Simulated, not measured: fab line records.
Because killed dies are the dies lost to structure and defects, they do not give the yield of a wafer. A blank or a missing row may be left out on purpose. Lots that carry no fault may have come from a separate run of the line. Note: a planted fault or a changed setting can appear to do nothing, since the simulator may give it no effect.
A struck lot beside a sound one | flow n5Finfet | 20 out of 1938 route steps
Sound: these wafers, L818.4, L818.5, L818.6. The struck wafers were L808.2, L808.4. The cause is named last.
Order at every step that has rows: each side's tool, ch and its chambers, its first start. Under that, the readings that differ: sound wafers | struck wafers | difference of the means | sigmas: that difference in standard deviations of wafers without a fault.
alike: readings whose means differ by less than 2 such deviations, and words and numbers that are the same on both sides. not compared: withheld readings, readings that some wafer has no value for, bounds like >300 that may hide the same value, and numbers for which the record gives no deviation and whose values overlap.
The two part at a step that has a row with sigmas, a row that says differs or no value, or rows on one side only. Numbers that don't overlap but have no deviation are shown without sigmas and don't part them. A reading missing from all wafers of one side parts the sides only when that side holds two or more wafers.

first, 6 steps without rows for these wafers: N5_BEOL_M0_SAQP_COAT_34 (resist thk 30 nm); N5_BEOL_M0_SAQP_EBR_36; N5_BEOL_M0_SAQP_SOFTBAKE_35 (time 60 s); N5_BEOL_M0_SAQP_EXPOSE_37 (exposes mask M0 CUT1, target cd 30 nm); N5_BEOL_M0_SAQP_PEB_38 (peb time 60 s); N5_BEOL_M0_SAQP_DEVELOP_39 (develop time 30 s).
N5_BEOL_M0_SAQP_CD_MEAS_40 targets a cd of 30 nm.
  sound on cdSem-01 ch 0, day 10 09:25; struck on cdSem-02 ch 0, day 7 22:36
  alike: cdNm
N5_BEOL_M0_SAQP_OVL_MEAS_41:
  sound on overlay-01 ch 0, day 10 09:27; struck on overlay-02 ch 0, day 7 22:38
  alike: M0_CUT1_OVL
N5_BEOL_M0_SAQP_INSPECT_42: inspects for defects (brightfield).
  sound: defectInspect-02 at day 10 09:29; struck: defectInspect-01 at day 7 22:41
  alike: rawDefectCount
N5_BEOL_M0_SAQP_DESCUM_45: chemistry O2, time 7 s.
  sound on rieDiel-02 ch 0,1,3, day 10 09:37; struck on rieDiel-01 ch 0,1, day 7 22:44
reading             | sound | struck | difference                   | sigmas
rfHoursCounterH (h) | - - - | 181 24 | no value on the sound wafers | 
  alike: drypumpMotorCurrentA, oesProductAu, rfVppV, showerheadPlenumPTorr, throttleValvePct
N5_BEOL_M0_SAQP_ETCH_88: etches underlayer in N2/H2, target depth 6.5 nm, time 5.2 s.
  sound on rieDiel-02 ch 0,1,3, day 10 09:38; struck on rieDiel-01 ch 0,1, day 7 22:46
reading             | sound | struck | difference                   | sigmas
rfHoursCounterH (h) | - - - | 181 24 | no value on the sound wafers | 
  alike: biasW, drypumpMotorCurrentA, etchRfOnTimeS, oesProductAu, rfVppV, showerheadPlenumPTorr, throttleValvePct
N5_BEOL_M0_SAQP_ETCH_73: etches SiARC in CF4, target depth 19.5 nm, time 32.5 s.
  sound on rieDiel-02 ch 0,1,3, day 10 09:40; struck on rieDiel-01 ch 0,1, day 7 22:47
reading             | sound | struck | difference                   | sigmas
rfHoursCounterH (h) | - - - | 181 24 | no value on the sound wafers | 
  alike: biasW, drypumpMotorCurrentA, etchRfOnTimeS, oesProductAu, rfVppV, showerheadPlenumPTorr, throttleValvePct
N5_BEOL_M0_SAQP_CUT_ETCH_46: etches SOC in N2/H2, target depth 135 nm, overetch 27 nm, time 202.5 s.
  sound on rieDiel-02 ch 0,1,3, day 10 09:46; struck on rieDiel-01 ch 0,1, day 7 22:49
reading                                        | sound       | struck  | difference                   | sigmas
rfHoursCounterH (h)                            | - - -       | 181 24  | no value on the sound wafers | 
model.SiARC_of_BEOL_M0_SAQP_COAT_72.thkNm (nm) | 5.6 4.8 4.8 | 2.2 1.8 | -3.1                         | 
model.BEOL_M0_SAQP.cdNm (nm)                   | 30.4 30 30  | 31 31.6 | +1                           | 
  alike: biasW, drypumpMotorCurrentA, rfVppV, showerheadPlenumPTorr, throttleValvePct
then, 2 steps without rows for these wafers: N5_BEOL_M0_SAQP_STRIP_74 (strips in N2/H2); N5_BEOL_M0_SAQP_STRIP_89 (strips in N2/H2).
N5_BEOL_M0_SAQP_ALD_48: deposits SiO2, target thk 20 nm, pulse time 1 s, co reactant pulse time 1 s.
  sound on aldSin-03 ch 0,1,2, day 10 10:08; struck on aldSin-01 ch 1,2, day 7 23:01
  alike: heaterPowerOuterW, heaterPowerW, precursorPulseHeightRel
N5_BEOL_M0_SAQP_ETCH_49: etches SiO2 in CF4/O2, target depth 37 nm.
  sound on rieDiel-02 ch 0,1,3, day 10 10:36; struck on rieDiel-06 ch 1,2, day 7 23:44
reading                      | sound        | struck  | difference                   | sigmas
rfHoursCounterH (h)          | - - -        | 35 185  | no value on the sound wafers | 
model.BEOL_M0_SAQP.cdNm (nm) | 30.2 30.2 30 | 31 31.6 | +1                           | 
  alike: biasW, drypumpMotorCurrentA, oes_f_703_au, oesProductAu, rfVppV, showerheadPlenumPTorr, throttleValvePct
N5_BEOL_M0_SAQP_STRIP_75: strips in CF4.
  sound on rieDiel-02 ch 0,1,3, day 10 10:40; struck on rieDiel-06 ch 1,2, day 7 23:50
reading             | sound | struck | difference                   | sigmas
rfHoursCounterH (h) | - - - | 35 185 | no value on the sound wafers | 
  alike: drypumpMotorCurrentA, oesProductAu, rfVppV, showerheadPlenumPTorr, throttleValvePct
N5_BEOL_M4_RC_MEAS_101:
  sound on prober-02 ch 0, day 12 13:22; struck on prober-02 ch 0, day 9 20:28
  alike: DIBL_N, DIBL_P, IOFF_N, IOFF_P, ION_N, ION_P, SS_N, SS_P, VT_N, VT_P
-- a jump in the record: the struck wafers' starts before and after are 5 days apart (it breaks off in module BEOL_M4 and resumes in module PASSIVATION, where the first step shown is number 1936 of the route) --
N5_PASSIVATION_PROBE_49:
  sound: prober-02 at day 16 23:11; struck: prober-01 at day 14 09:44
  alike: defectLimitedYield, killed_at_M0_to_M3, killed_at_M4_up, killedAtContacts, killedAtFrontEnd, killedAtOther, killedDies, killedOpen, killedShort, sort_bin_5_function, sort_bin_6_memory, sort_bin_8_speed, sortNPass, sortYieldPct

== WHERE THEY PART ==
First at N5_BEOL_M0_SAQP_DESCUM_45; last, within this record, at N5_BEOL_M0_SAQP_STRIP_75. Later steps at which nothing parts them and some readings are alike: N5_BEOL_M4_RC_MEAS_101, N5_PASSIVATION_PROBE_49.

WHY: what the simulator had put in
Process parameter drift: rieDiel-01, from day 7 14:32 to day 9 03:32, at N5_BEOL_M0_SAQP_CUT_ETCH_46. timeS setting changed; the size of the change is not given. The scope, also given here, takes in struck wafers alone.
